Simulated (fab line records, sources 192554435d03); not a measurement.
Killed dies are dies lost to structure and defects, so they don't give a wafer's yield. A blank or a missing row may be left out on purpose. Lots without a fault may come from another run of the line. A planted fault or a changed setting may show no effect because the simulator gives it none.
Which tool did it? | flow n5_finfet | 24 lots, 72 wafers sampled, at 6 steps of a route of 1938

WHAT THE GAUGES READ, wafer by wafer
N5_BEOL_M10_THK_MEAS_01.
lot  | measured     | on            | M10_ILD_THK (nm)
L074 | day 9 11:42  | film_metro-01 | 267 268 271
L075 | day 9 21:06  | film_metro-01 | 265 267 264
L078 | day 10 07:53 | film_metro-02 | 263 265 270
L077 | day 10 09:44 | film_metro-01 | 261 269 264
L076 | day 10 13:12 | film_metro-02 | 261 270 264
L079 | day 10 16:11 | film_metro-01 | 261 260 262
L080 | day 11 02:43 | film_metro-02 | 262 266 266
L081 | day 11 09:07 | film_metro-02 | 263 271 268
L083 | day 11 11:28 | film_metro-01 | 262 265 264
L082 | day 11 18:35 | film_metro-02 | 267 266 269
L084 | day 11 23:35 | film_metro-01 | 266 265 262
L085 | day 12 18:25 | film_metro-02 | 269 269 273
L086 | day 13 04:09 | film_metro-02 | 265 267 264
L087 | day 13 03:40 | film_metro-02 | 270 272 275
L089 | day 13 04:40 | film_metro-01 | 260 264 269
L088 | day 13 04:32 | film_metro-02 | 267 269 265
L090 | day 14 02:24 | film_metro-01 | 265 264 268
L091 | day 14 16:34 | film_metro-01 | 263 270 271
L092 | day 14 23:28 | film_metro-01 | 267 265 272
L093 | day 14 19:10 | film_metro-02 | 266 267 272
L095 | day 15 02:29 | film_metro-02 | 261 263 263
L094 | day 15 06:08 | film_metro-01 | 268 268 274
L096 | day 15 11:02 | film_metro-01 | 264 270 270
L097 | day 15 19:29 | film_metro-01 | 261 267 265

WHICH TOOL RAN EACH LOT (tool, then ch and the chambers of the sampled wafers, then the start)
lot  | N5_BEOL_M8_CURE_75            | N5_BEOL_M8_DEGAS_44          | N5_BEOL_M8_ALD_77                   | N5_BEOL_M8_ANNEAL_51             | N5_BEOL_M9_ILD_DEP_00
L074 | uv_cure-01 ch 1, day 9 00:20  | pvd_sputter-01, day 9 01:09  | ald_metal-01 ch 0,2,3, day 9 01:19  | rtp_anneal-01 ch 0, day 9 02:05  | pecvd-01 ch 0,1,2, day 9 02:55
L075 | uv_cure-01 ch 2, day 9 11:40  | pvd_sputter-03, day 9 12:13  | ald_metal-03 ch 1,2,3, day 9 12:19  | rtp_anneal-02 ch 0, day 9 13:06  | pecvd-04 ch 0,1, day 9 13:53
L078 | uv_cure-02 ch 0, day 9 18:50  | pvd_sputter-01, day 9 19:13  | ald_metal-04 ch 0,2, day 9 19:19    | rtp_anneal-01 ch 0, day 9 21:40  | pecvd-03 ch 1,2, day 9 22:26
L077 | uv_cure-02 ch 0, day 9 22:11  | pvd_sputter-03, day 9 22:39  | ald_metal-04 ch 0,1,2, day 9 22:51  | rtp_anneal-01 ch 0, day 10 01:25 | pecvd-03 ch 0,1, day 10 02:09
L076 | uv_cure-02 ch 0, day 10 01:35 | pvd_sputter-02, day 10 02:10 | ald_metal-04 ch 0,1,3, day 10 02:17 | rtp_anneal-01 ch 0, day 10 03:23 | pecvd-04 ch 0,1, day 10 04:11
L079 | uv_cure-02 ch 0, day 10 04:58 | pvd_sputter-02, day 10 05:42 | ald_metal-03 ch 0,2,3, day 10 05:50 | rtp_anneal-01 ch 0, day 10 06:44 | pecvd-01 ch 0,1,2, day 10 07:31
L080 | uv_cure-03 ch 0, day 10 16:13 | pvd_sputter-01, day 10 16:29 | ald_metal-01 ch 0,1,2, day 10 16:35 | rtp_anneal-02 ch 0, day 10 17:40 | pecvd-01 ch 1,2, day 10 18:25
L081 | uv_cure-03 ch 1, day 10 23:49 | pvd_sputter-03, day 11 00:08 | ald_metal-03 ch 0,2,3, day 11 00:14 | rtp_anneal-01 ch 0, day 11 01:52 | pecvd-03 ch 0,1,2, day 11 02:40
L083 | uv_cure-02 ch 0, day 10 23:59 | pvd_sputter-03, day 11 00:19 | ald_metal-01 ch 0,2,3, day 11 00:25 | rtp_anneal-02 ch 0, day 11 02:05 | pecvd-04 ch 0,1,2, day 11 02:49
L082 | uv_cure-03 ch 0, day 11 07:50 | pvd_sputter-03, day 11 08:21 | ald_metal-03 ch 1,2, day 11 08:27   | rtp_anneal-02 ch 0, day 11 09:41 | pecvd-04 ch 0,1, day 11 10:28
L084 | uv_cure-01 ch 0, day 11 10:29 | pvd_sputter-03, day 11 11:11 | ald_metal-04 ch 0,1,2, day 11 11:31 | rtp_anneal-02 ch 0, day 11 12:34 | pecvd-03 ch 0,1,2, day 11 13:22
L085 | uv_cure-02 ch 0, day 12 04:32 | pvd_sputter-02, day 12 05:07 | ald_metal-04 ch 0,1,2, day 12 05:26 | rtp_anneal-01 ch 0, day 12 06:56 | pecvd-01 ch 0,1, day 12 07:48
L086 | uv_cure-03 ch 0, day 12 11:04 | pvd_sputter-03, day 12 11:24 | ald_metal-01 ch 0,1,3, day 12 11:30 | rtp_anneal-02 ch 0, day 12 12:27 | pecvd-04 ch 1,2, day 12 13:09
L087 | uv_cure-02 ch 0, day 12 11:13 | pvd_sputter-01, day 12 11:41 | ald_metal-01 ch 0,1,2, day 12 11:47 | rtp_anneal-02 ch 0, day 12 12:38 | pecvd-01 ch 1,2, day 12 13:26
L089 | uv_cure-01 ch 2, day 12 16:30 | pvd_sputter-02, day 12 17:01 | ald_metal-04 ch 0,2,3, day 12 17:07 | rtp_anneal-02 ch 0, day 12 18:00 | pecvd-03 ch 0,1, day 12 18:49
L088 | uv_cure-03 ch 1, day 12 16:40 | pvd_sputter-02, day 12 17:06 | ald_metal-01 ch 0,3, day 12 17:13   | rtp_anneal-01 ch 0, day 12 18:22 | pecvd-03 ch 0,1,2, day 12 19:03
L090 | uv_cure-01 ch 1, day 13 12:14 | pvd_sputter-03, day 13 12:38 | ald_metal-04 ch 0,1,2, day 13 12:45 | rtp_anneal-02 ch 0, day 13 13:30 | pecvd-01 ch 1, day 13 14:16
L091 | uv_cure-02 ch 2, day 14 03:33 | pvd_sputter-03, day 14 03:53 | ald_metal-01 ch 0,2, day 14 03:59   | rtp_anneal-01 ch 0, day 14 04:50 | pecvd-01 ch 0,1,2, day 14 05:38
L092 | uv_cure-01 ch 2, day 14 03:50 | pvd_sputter-03, day 14 04:13 | ald_metal-03 ch 1,3, day 14 04:19   | rtp_anneal-02 ch 0, day 14 05:31 | pecvd-04 ch 1,2, day 14 06:19
L093 | uv_cure-01 ch 2, day 14 06:10 | pvd_sputter-03, day 14 06:34 | ald_metal-03 ch 0,1,2, day 14 06:40 | rtp_anneal-02 ch 0, day 14 07:41 | pecvd-03 ch 0,1, day 14 08:28
L095 | uv_cure-01 ch 2, day 14 16:04 | pvd_sputter-03, day 14 16:23 | ald_metal-01 ch 0,2,3, day 14 16:29 | rtp_anneal-01 ch 0, day 14 17:17 | pecvd-01 ch 0,1,2, day 14 18:05
L094 | uv_cure-02 ch 0, day 14 17:37 | pvd_sputter-03, day 14 18:08 | ald_metal-04 ch 0,2, day 14 18:17   | rtp_anneal-02 ch 0, day 14 20:35 | pecvd-01 ch 0,1, day 14 21:20
L096 | uv_cure-03 ch 0, day 14 23:26 | pvd_sputter-01, day 15 00:05 | ald_metal-03 ch 0,1,3, day 15 00:11 | rtp_anneal-02 ch 0, day 15 02:03 | pecvd-04 ch 1,2, day 15 02:50
L097 | uv_cure-02 ch 1, day 15 09:54 | pvd_sputter-01, day 15 10:16 | ald_metal-03 ch 0,2,3, day 15 10:22 | rtp_anneal-01 ch 0, day 15 11:47 | pecvd-04 ch 0,1,2, day 15 12:38
- N5_BEOL_M8_CURE_75: cures SiCOH lowk, time 120 s.
- N5_BEOL_M8_DEGAS_44: time 60 s.
- N5_BEOL_M8_ALD_77: deposits TaN, target thk 2 nm, pulse time 2 s, purge time 3 s.
- N5_BEOL_M8_ANNEAL_51: time 90 s.
- N5_BEOL_M9_ILD_DEP_00: deposits SiCOH lowk from DEMS/porogen, target thk 308.51 nm, time 58 s.

WHAT THE TOOLS THEMSELVES READ (means of the sampled wafers that have a number; where no wafer has one, the mark that the record gives instead)
N5_BEOL_M8_CURE_75.
lot  | tool       | lamp_power_pct (%) | wafer_temp_C_max
L074 | uv_cure-01 | 52.32              | 372.1
L075 | uv_cure-01 | 52.35              | 371.6
L078 | uv_cure-02 | 52.35              | 371.3
L077 | uv_cure-02 | 52.34              | 371.1
L076 | uv_cure-02 | 52.29              | 370.8
L079 | uv_cure-02 | 52.30              | 371.1
L080 | uv_cure-03 | 52.33              | 372.0
L081 | uv_cure-03 | 52.28              | 372.6
L083 | uv_cure-02 | 52.32              | 371.3
L082 | uv_cure-03 | 52.37              | 372.1
L084 | uv_cure-01 | 52.36              | 371.6
L085 | uv_cure-02 | 52.31              | 371.3
L086 | uv_cure-03 | 52.37              | 373.0
L087 | uv_cure-02 | 52.36              | 371.0
L089 | uv_cure-01 | 52.31              | 371.7
L088 | uv_cure-03 | 52.26              | 372.4
L090 | uv_cure-01 | 52.27              | 372.0
L091 | uv_cure-02 | 52.28              | 371.7
L092 | uv_cure-01 | 52.31              | 371.5
L093 | uv_cure-01 | 52.28              | 371.7
L095 | uv_cure-01 | 52.30              | 372.1
L094 | uv_cure-02 | 52.29              | 371.5
L096 | uv_cure-03 | 52.27              | 372.1
L097 | uv_cure-02 | 52.32              | 371.8

N5_BEOL_M8_DEGAS_44.
lot  | tool           | heater_power_w (W)
L074 | pvd_sputter-01 | 296
L075 | pvd_sputter-03 | 329
L078 | pvd_sputter-01 | 312
L077 | pvd_sputter-03 | 330
L076 | pvd_sputter-02 | 298
L079 | pvd_sputter-02 | 331
L080 | pvd_sputter-01 | 318
L081 | pvd_sputter-03 | 327
L083 | pvd_sputter-03 | 329
L082 | pvd_sputter-03 | 334
L084 | pvd_sputter-03 | 318
L085 | pvd_sputter-02 | 328
L086 | pvd_sputter-03 | 316
L087 | pvd_sputter-01 | 298
L089 | pvd_sputter-02 | 327
L088 | pvd_sputter-02 | 288
L090 | pvd_sputter-03 | 322
L091 | pvd_sputter-03 | 332
L092 | pvd_sputter-03 | 336
L093 | pvd_sputter-03 | 319
L095 | pvd_sputter-03 | 330
L094 | pvd_sputter-03 | 312
L096 | pvd_sputter-01 | 310
L097 | pvd_sputter-01 | 285

N5_BEOL_M8_ALD_77.
lot  | tool         | heater_power_outer_w (W) | heater_power_w (W)
L074 | ald_metal-01 | 213                      | 406
L075 | ald_metal-03 | 246                      | 423
L078 | ald_metal-04 | 226                      | 410
L077 | ald_metal-04 | 227                      | 395
L076 | ald_metal-04 | 215                      | 381
L079 | ald_metal-03 | 242                      | 425
L080 | ald_metal-01 | 199                      | 377
L081 | ald_metal-03 | 236                      | 426
L083 | ald_metal-01 | 213                      | 398
L082 | ald_metal-03 | 229                      | 420
L084 | ald_metal-04 | 223                      | 393
L085 | ald_metal-04 | 224                      | 396
L086 | ald_metal-01 | 198                      | 376
L087 | ald_metal-01 | 198                      | 373
L089 | ald_metal-04 | 218                      | 393
L088 | ald_metal-01 | 215                      | 406
L090 | ald_metal-04 | 224                      | 394
L091 | ald_metal-01 | 215                      | 408
L092 | ald_metal-03 | 257                      | 439
L093 | ald_metal-03 | 230                      | 428
L095 | ald_metal-01 | 209                      | 401
L094 | ald_metal-04 | 224                      | 401
L096 | ald_metal-03 | 250                      | 439
L097 | ald_metal-03 | 239                      | 431

N5_BEOL_M8_ANNEAL_51.
lot  | tool          | wafer_temp_C_max
L074 | rtp_anneal-01 | 226.14
L075 | rtp_anneal-02 | 226.25
L078 | rtp_anneal-01 | 226.18
L077 | rtp_anneal-01 | 226.18
L076 | rtp_anneal-01 | 226.23
L079 | rtp_anneal-01 | 225.98
L080 | rtp_anneal-02 | 226.17
L081 | rtp_anneal-01 | 226.20
L083 | rtp_anneal-02 | 226.31
L082 | rtp_anneal-02 | 226.27
L084 | rtp_anneal-02 | 226.10
L085 | rtp_anneal-01 | 226.28
L086 | rtp_anneal-02 | 225.97
L087 | rtp_anneal-02 | 226.06
L089 | rtp_anneal-02 | 226.20
L088 | rtp_anneal-01 | 226.25
L090 | rtp_anneal-02 | 226.29
L091 | rtp_anneal-01 | 226.07
L092 | rtp_anneal-02 | 225.83
L093 | rtp_anneal-02 | 226.15
L095 | rtp_anneal-01 | 226.03
L094 | rtp_anneal-02 | 225.90
L096 | rtp_anneal-02 | 225.81
L097 | rtp_anneal-01 | 226.25

N5_BEOL_M9_ILD_DEP_00.
lot  | tool     | heater_power_outer_w (W) | heater_power_w (W) | showerhead_plenum_p_Torr (Torr) | throttle_valve_pct (%)
L074 | pecvd-01 | 142                      | 295                | 5.734                           | 13.9
L075 | pecvd-04 | 137                      | 325                | 5.747                           | 15.4
L078 | pecvd-03 | 168                      | 330                | 5.743                           | 14.3
L077 | pecvd-03 | 165                      | 323                | 5.761                           | 14.7
L076 | pecvd-04 | 132                      | 316                | 5.727                           | 15.3
L079 | pecvd-01 | 145                      | 304                | 5.734                           | 13.9
L080 | pecvd-01 | 150                      | 302                | 5.731                           | 14.2
L081 | pecvd-03 | 177                      | 341                | 5.750                           | 14.5
L083 | pecvd-04 | 136                      | 315                | 5.740                           | 14.2
L082 | pecvd-04 | 119                      | 292                | 5.727                           | 15.3
L084 | pecvd-03 | 153                      | 314                | 5.753                           | 14.4
L085 | pecvd-01 | 151                      | 296                | 5.736                           | 14.9
L086 | pecvd-04 | 130                      | 308                | 5.735                           | 13.7
L087 | pecvd-01 | 138                      | 301                | 5.719                           | 13.6
L089 | pecvd-03 | 178                      | 338                | 5.748                           | 14.7
L088 | pecvd-03 | 161                      | 331                | 5.747                           | 14.4
L090 | pecvd-01 | 183                      | 335                | 5.734                           | 15.2
L091 | pecvd-01 | 149                      | 304                | 5.720                           | 14.0
L092 | pecvd-04 | 150                      | 334                | 5.743                           | 14.9
L093 | pecvd-03 | 172                      | 329                | 5.752                           | 14.7
L095 | pecvd-01 | 153                      | 315                | 5.730                           | 13.9
L094 | pecvd-01 | 142                      | 293                | 5.734                           | 14.4
L096 | pecvd-04 | 153                      | 336                | 5.739                           | 15.0
L097 | pecvd-04 | 131                      | 309                | 5.740                           | 14.3

THE ANSWER, worked out from the rows above alone
Rule: what is usual is taken from the lots themselves. Put in order of their means at a reading, lots are off if they are a third of the lots or fewer, leave a main group of 4 or more, and stand apart from it by a gap of 3 or more times the standard deviation of the main group's means; of several such gaps the widest counts. A main group whose means are all the same, to the digits that the tables above print for the reading, isn't used. A lot without any number at a reading at which 4 lots or more have one is off too. The other lots that the step has rows for count as sound. The gauges are gone through in route order, then the tools' own readings, and for those a lot's mean is taken as printed above. The first step at which some lot is off is used, and at that step the reading that is off furthest; a lot without a number counts as furthest.
No lot is off at any reading shown: from this, nothing can be told.

WHAT THE SIMULATOR HAD PUT IN
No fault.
